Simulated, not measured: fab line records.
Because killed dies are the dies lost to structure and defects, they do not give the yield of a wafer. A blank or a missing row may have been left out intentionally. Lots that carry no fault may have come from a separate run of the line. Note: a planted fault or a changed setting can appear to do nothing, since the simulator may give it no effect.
Comparing a struck lot with a sound one / flow n5 finfet / 15 out of 1938 route steps
Sound: these wafers, L532.1, L532.3, L532.5. Struck: wafer L526.5. (L526.1, L526.3 of the same lot were not struck and are left out.) The cause comes at the end.
Per side, at each step with rows, come the tool, then ch with its chambers, and then its first start. Under that, the readings that differ: sound wafers / struck wafers / difference of the means / sigmas: that difference in standard deviations of wafers without a fault.
alike: readings whose means differ by less than 2 such deviations, and words and numbers that are the same on both sides. not compared: withheld readings, readings that some wafer has no value for, bounds like >300 that may hide the same value, and numbers for which the record gives no deviation and whose values overlap.
The two part at a step that has a row with sigmas, a row that says differs or no value, or rows on one side only. Non-overlapping numbers with no deviation appear without sigmas and do not part them. A reading missing from all wafers of one side parts the sides only when that side holds two or more wafers.

first, 2 steps without rows for these wafers: N5_FIN_SAQP_HM_OPEN_73 (chemistry CHF3/O2, target SiO2, stops on a-Si, target depth 12 nm, time 16.8 s); N5_FIN_SAQP_STRIP_74 (strips in CHF3/O2).
N5_FIN_SAQP_MANDREL_ETCH_22: etches a-Si in HBr/Cl2, stops on SiNx, target depth 60 nm, bt time 10 s, time 30 s.
  sound on rie si-01 ch 0,1,3, day 6 15:53; struck on rie si-02 ch 3, day 5 06:19
  alike: drypump motor current A, oes product au, throttle valve pct
  not compared: rf hours counter h
N5_FIN_SAQP_STRIP_55: strips in N2/H2.
  sound on rie diel-03 ch 0,1, day 6 16:00; struck on rie diel-01 ch 1, day 5 06:24
reading=rf vpp V (V); sound=123.0 121.7 123.3; struck=126.5; difference=+3.8; sigmas=+3
  alike: drypump motor current A, oes product au, power w, showerhead plenum p Torr, throttle valve pct
  not compared: rf hours counter h
then, 2 steps without rows for these wafers: N5_FIN_SAQP_STRIP_23 (strips in SPM, time 750 s); N5_FIN_SAQP_SRD_66 (time 30 s).
N5_FIN_SAQP_RECESS_75: chemistry HF/NH3, target SiO2, target depth 14.4 nm, afs cycles 3, sublimation time 60 s.
  sound on vapor etch-01 ch 0,1, day 6 16:19; struck on vapor etch-02 ch 1, day 5 06:44
  alike: drypump motor current A
then, 1 step without rows for these wafers: N5_FIN_SAQP_SPACER1_ALD_24 (deposits SiO2, target thk 20.3 nm, pulse time 1 s, purge time 2 s).
N5_FIN_SAQP_SPACER1_ETCHBACK_25: etches SiO2 in CHF3/O2, target depth 24.4 nm, time 12.2 s.
  sound on rie diel-03 ch 1,2,3, day 6 17:25; struck on rie diel-03 ch 1, day 5 07:54
  alike: drypump motor current A, oes_ar_750_au, oes_f_703_au, oes product au, rf vpp V, showerhead plenum p Torr, throttle valve pct
  not compared: rf hours counter h
then, 1 step without rows for these wafers: N5_FIN_SAQP_MANDREL1_REMOVE_56 (chemistry HBr/Cl2/O2, target a-Si, stops on SiNx, bt time 10 s).
N5_FIN_SAQP_CD_MEAS_27: the cd target is 20 nm.
  sound on cd sem-02 ch 0, day 6 17:37; struck on cd sem-02 ch 0, day 5 08:06
  alike: cd nm
then, 1 step without rows for these wafers: N5_FIN_SAQP_ETCH_57 (etches SiNx in CH3F/O2, target depth 32.5 nm, time 46.4 s).
N5_FIN_SAQP_ETCH_65: etches SiO2 in CF4, target depth 4 nm, time 4.4 s.
  sound on rie si-01 ch 0,1,3, day 6 17:46; struck on rie si-03 ch 0, day 5 08:15
reading=cf4 flow sccm (sccm); sound=79.91 79.93 80.02; struck=80.53; difference=+0.58; sigmas=+3
reading=drypump motor current A (A); sound=6.3 5.8 6.2; struck=4.7; difference=-1.4; sigmas=-2
reading=model.etch.depth nm (nm); sound=3.935 3.964 3.978; struck=3.502; difference=-0.457; sigmas=
  alike: oes product au, throttle valve pct
  not compared: rf hours counter h
N5_FIN_SAQP_MANDREL_ETCH_58: etches a-Si in HBr/Cl2, stops on SiNx, target depth 45 nm, bt time 10 s, time 27 s.
  sound on rie si-01 ch 0,1,3, day 6 17:49; struck on rie si-03 ch 0, day 5 08:17
reading=drypump motor current A (A); sound=6.4 5.8 6.3; struck=4.6; difference=-1.6; sigmas=-3
  alike: oes product au, throttle valve pct
  not compared: rf hours counter h
-- the record jumps here: 6 days lie between the struck wafers' starts before and after (it left off in module FIN_SAQP and takes up again in module BEOL_M4, whose first step shown is number 1111 of the route) --
N5_BEOL_M4_RC_MEAS_101:
  sound on prober-01 ch 0, day 12 23:48; struck on prober-02 ch 0, day 11 07:49
  alike: DIBL_N, DIBL_P, IOFF_N, IOFF_P, ION_N, ION_P, SS_N, SS_P, VT_N, VT_P

## WHERE THEY PART
At N5_FIN_SAQP_STRIP_55 first; at N5_FIN_SAQP_MANDREL_ETCH_58 last (within this record only). Later steps at which nothing parts them and some readings are alike: N5_BEOL_M4_RC_MEAS_101.

WHY: the cause the simulator had injected
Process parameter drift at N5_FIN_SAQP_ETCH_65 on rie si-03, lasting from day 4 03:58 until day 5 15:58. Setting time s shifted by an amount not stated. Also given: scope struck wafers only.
